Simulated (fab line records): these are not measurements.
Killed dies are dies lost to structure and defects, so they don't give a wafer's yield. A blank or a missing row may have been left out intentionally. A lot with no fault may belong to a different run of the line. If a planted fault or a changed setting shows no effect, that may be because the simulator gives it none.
Chamber matching | flow nandHarc | aldHk-01 running NHARC_A_CHANNEL_FILL_D2_ALD_02: 4 sister chambers
The step deposits SiO2, target thk 6 nm, pulse time 10 s, ald cycles 60. 8 wafers are shown with their chamber, then 7 later ones without.

## WAFERS PAIRED WITH THEIR CHAMBERS
wafer  | chamber | heaterPowerW (W) | precursorPulseHeightRel
L570.1 | 2       | 430              | 0.982
L570.2 | 3       | 523              | 1.027
L570.3 | 0       | 468              | 0.972
L578.1 | 3       | 524              | 0.976
L578.3 | 2       | 440              | 0.997
L578.4 | 1       | 475              | 1.031
L580.2 | 1       | 473              | 1.013
L580.5 | 0       | 481              | 1.015

## WAFERS WITH NO CHAMBER GIVEN
wafer  | heaterPowerW (W) | precursorPulseHeightRel
L580.6 | 471              | 0.986
L582.2 | 517              | 1.026
L582.4 | 447              | 0.994
L582.6 | 476              | 0.977
L583.3 | 474              | 0.997
L583.4 | 516              | 0.975
L583.6 | 484              | 0.975

## EACH ONE'S CHAMBER
wafer  | from the rows above     | in truth
L580.6 | can't be placed: 0 or 1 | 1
L582.2 | 3                       | 3
L582.4 | 2                       | 2
L582.6 | can't be placed: 0 or 1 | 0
L583.3 | can't be placed: 0 or 1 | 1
L583.4 | 3                       | 3
L583.6 | can't be placed: 0 or 1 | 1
Correctly placed: 3 of 7. From these rows, 4 cannot be placed; in 4 the true chamber is one of the candidates. 0 placed wrongly.
How it was worked out, from the rows above alone: a wafer's distance from a chamber is the root of the sum, over the readings, of the square of ((its reading less the chamber's mean) divided by the reading's scatter). The wafer belongs to the nearest chamber; if the next one is less than 2 further off, it can't be placed. Each chamber's mean is taken over the wafers shown for it. How the scatter is found: for the shown wafers, subtract from each reading the mean of its chamber, square and add these, divide the total by (wafers less chambers), then take the root.
